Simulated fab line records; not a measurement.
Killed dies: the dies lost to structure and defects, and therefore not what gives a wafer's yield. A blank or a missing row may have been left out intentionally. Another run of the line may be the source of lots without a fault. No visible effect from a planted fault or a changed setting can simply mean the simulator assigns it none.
Chamber matching || flow nand harc || NHARC_A_STAIRCASE_ALD_415 on ald hk-01 has 4 sister chambers
The step deposits SiO2, target thk 30 nm, pulse time 6 s, ald cycles 300. 20 wafers are shown with their chamber, then 10 later ones without.

EACH WAFER AND ITS CHAMBER
{"wafer": "L074.1", "chamber": 3, "heater power w (W)": 383, "precursor pulse height rel": 0.990}
{"wafer": "L074.5", "chamber": 2, "heater power w (W)": 496, "precursor pulse height rel": 1.010}
{"wafer": "L074.6", "chamber": 1, "heater power w (W)": 512, "precursor pulse height rel": 0.995}
{"wafer": "L076.1", "chamber": 2, "heater power w (W)": 502, "precursor pulse height rel": 1.001}
{"wafer": "L076.3", "chamber": 1, "heater power w (W)": 495, "precursor pulse height rel": 1.044}
{"wafer": "L076.5", "chamber": 1, "heater power w (W)": 491, "precursor pulse height rel": 0.997}
{"wafer": "L078.2", "chamber": 1, "heater power w (W)": 504, "precursor pulse height rel": 0.993}
{"wafer": "L078.4", "chamber": 0, "heater power w (W)": 450, "precursor pulse height rel": 1.022}
{"wafer": "L078.5", "chamber": 2, "heater power w (W)": 494, "precursor pulse height rel": 1.025}
{"wafer": "L079.3", "chamber": 2, "heater power w (W)": 495, "precursor pulse height rel": 1.002}
{"wafer": "L079.5", "chamber": 1, "heater power w (W)": 512, "precursor pulse height rel": 0.978}
{"wafer": "L079.6", "chamber": 2, "heater power w (W)": 492, "precursor pulse height rel": 1.005}
{"wafer": "L082.1", "chamber": 3, "heater power w (W)": 383, "precursor pulse height rel": 1.007}
{"wafer": "L082.3", "chamber": 0, "heater power w (W)": 465, "precursor pulse height rel": 0.974}
{"wafer": "L082.6", "chamber": 3, "heater power w (W)": 376, "precursor pulse height rel": 0.994}
{"wafer": "L083.1", "chamber": 2, "heater power w (W)": 488, "precursor pulse height rel": 1.038}
{"wafer": "L083.4", "chamber": 0, "heater power w (W)": 434, "precursor pulse height rel": 0.998}
{"wafer": "L083.5", "chamber": 2, "heater power w (W)": 493, "precursor pulse height rel": 0.992}
{"wafer": "L084.3", "chamber": 3, "heater power w (W)": 402, "precursor pulse height rel": 0.997}
{"wafer": "L084.4", "chamber": 0, "heater power w (W)": 440, "precursor pulse height rel": 1.031}

SIGNATURES (averages over the wafers above)
{"reading": "heater power w", "chamber 0": 447.25, "chamber 1": 502.80, "chamber 2": 494.29, "chamber 3": 386.00, "scatter within a chamber": 9.37}
{"reading": "precursor pulse height rel", "chamber 0": 1.00625, "chamber 1": 1.00140, "chamber 2": 1.01043, "chamber 3": 0.99700, "scatter within a chamber": 0.0196}
Rule: a wafer's distance from a chamber is the root of the sum, over the readings, of the square of ((its reading less the chamber's mean) divided by the reading's scatter). If the next closest chamber is less than 2 further off than the closest, the wafer can't be placed; otherwise it belongs to the closest. The scatter is the square root of a quotient: the sum, over the shown wafers, of each reading's squared deviation from its chamber's mean, divided by wafers minus chambers.

WAFERS WITH NO CHAMBER GIVEN
{"wafer": "L084.6", "heater power w (W)": 407, "precursor pulse height rel": 0.999}
{"wafer": "L086.2", "heater power w (W)": 431, "precursor pulse height rel": 0.983}
{"wafer": "L086.4", "heater power w (W)": 496, "precursor pulse height rel": 0.987}
{"wafer": "L086.5", "heater power w (W)": 432, "precursor pulse height rel": 1.012}
{"wafer": "L090.2", "heater power w (W)": 499, "precursor pulse height rel": 1.002}
{"wafer": "L090.4", "heater power w (W)": 410, "precursor pulse height rel": 1.002}
{"wafer": "L090.5", "heater power w (W)": 498, "precursor pulse height rel": 1.007}
{"wafer": "L095.3", "heater power w (W)": 498, "precursor pulse height rel": 1.038}
{"wafer": "L095.5", "heater power w (W)": 433, "precursor pulse height rel": 0.994}
{"wafer": "L095.6", "heater power w (W)": 526, "precursor pulse height rel": 0.984}

THE CHAMBER EACH PASSED THROUGH
{"wafer": "L084.6", "from the rows above": 3, "in truth": 3}
{"wafer": "L086.2", "from the rows above": 0, "in truth": 0}
{"wafer": "L086.4", "from the rows above": "can't be placed: 1 or 2", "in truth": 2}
{"wafer": "L086.5", "from the rows above": 0, "in truth": 0}
{"wafer": "L090.2", "from the rows above": "can't be placed: 1 or 2", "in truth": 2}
{"wafer": "L090.4", "from the rows above": "can't be placed: 3 or 0", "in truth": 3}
{"wafer": "L090.5", "from the rows above": "can't be placed: 2 or 1", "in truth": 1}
{"wafer": "L095.3", "from the rows above": "can't be placed: 2 or 1", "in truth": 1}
{"wafer": "L095.5", "from the rows above": 0, "in truth": 0}
{"wafer": "L095.6", "from the rows above": "can't be placed: 1 or 2", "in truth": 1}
Placed correctly: 4 of 10. From these rows, 6 cannot be placed; in 6 the true chamber is one of the candidates. Placed wrongly: 0.
